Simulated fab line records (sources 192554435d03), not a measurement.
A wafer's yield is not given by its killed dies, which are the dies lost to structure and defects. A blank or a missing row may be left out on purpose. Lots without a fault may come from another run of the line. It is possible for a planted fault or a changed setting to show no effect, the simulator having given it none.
Matching of chambers || flow n5 finfet || 4 sister chambers for N5_MIM_TOP_ALD_00 on ald hk-01
The step deposits Al2O3, purge time 3 s, co reactant pulse time 3 s. 14 wafers are shown with their chamber, then 7 later ones without.

## WAFERS, EACH WITH ITS CHAMBER
{"wafer": "L075.3", "chamber": 0, "precursor pulse height rel": 1.021}
{"wafer": "L075.5", "chamber": 3, "precursor pulse height rel": 0.998}
{"wafer": "L075.6", "chamber": 2, "precursor pulse height rel": 0.983}
{"wafer": "L078.1", "chamber": 3, "precursor pulse height rel": 1.002}
{"wafer": "L078.3", "chamber": 2, "precursor pulse height rel": 0.997}
{"wafer": "L078.6", "chamber": 0, "precursor pulse height rel": 1.014}
{"wafer": "L085.1", "chamber": 0, "precursor pulse height rel": 0.959}
{"wafer": "L085.2", "chamber": 3, "precursor pulse height rel": 1.012}
{"wafer": "L085.4", "chamber": 1, "precursor pulse height rel": 1.000}
{"wafer": "L089.1", "chamber": 0, "precursor pulse height rel": 0.988}
{"wafer": "L089.2", "chamber": 2, "precursor pulse height rel": 0.987}
{"wafer": "L089.6", "chamber": 2, "precursor pulse height rel": 1.030}
{"wafer": "L093.3", "chamber": 3, "precursor pulse height rel": 1.055}
{"wafer": "L093.4", "chamber": 2, "precursor pulse height rel": 0.993}

SIGNATURES (means of the wafers above)
{"reading": "precursor pulse height rel", "chamber 0": 0.99550, "chamber 1": 1.00000, "chamber 2": 0.99800, "chamber 3": 1.01675, "scatter within a chamber": 0.0241}
Rule: for each reading, subtract the chamber's mean from the wafer's reading, divide by that reading's scatter and square the result; add these up over the readings and take the root, which gives the wafer's distance from the chamber. If the next closest chamber is less than 2 further off than the closest, the wafer can't be placed; otherwise it belongs to the closest. The scatter: take each reading less its chamber's mean, square it, sum over the shown wafers, divide by the number of wafers less the number of chambers, and take the root.

## WAFERS WITHOUT THEIR CHAMBER
{"wafer": "L093.6", "precursor pulse height rel": 0.997}
{"wafer": "L090.1", "precursor pulse height rel": 1.017}
{"wafer": "L090.3", "precursor pulse height rel": 1.004}
{"wafer": "L090.5", "precursor pulse height rel": 1.016}
{"wafer": "L097.1", "precursor pulse height rel": 0.972}
{"wafer": "L097.4", "precursor pulse height rel": 1.020}
{"wafer": "L097.6", "precursor pulse height rel": 0.986}

## EACH ONE'S CHAMBER
{"wafer": "L093.6", "from the rows above": "can't be placed: 2 or 0 or 1 or 3", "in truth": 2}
{"wafer": "L090.1", "from the rows above": "can't be placed: 3 or 1 or 2 or 0", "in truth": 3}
{"wafer": "L090.3", "from the rows above": "can't be placed: 1 or 2 or 0 or 3", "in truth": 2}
{"wafer": "L090.5", "from the rows above": "can't be placed: 3 or 1 or 2 or 0", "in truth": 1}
{"wafer": "L097.1", "from the rows above": "can't be placed: 0 or 2 or 1 or 3", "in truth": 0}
{"wafer": "L097.4", "from the rows above": "can't be placed: 3 or 1 or 2 or 0", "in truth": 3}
{"wafer": "L097.6", "from the rows above": "can't be placed: 0 or 2 or 1 or 3", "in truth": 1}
Correct placement for 0 of the 7. Cannot be placed on the basis of these rows: 7; the candidates contain the true chamber in 7. 0 placed wrongly.
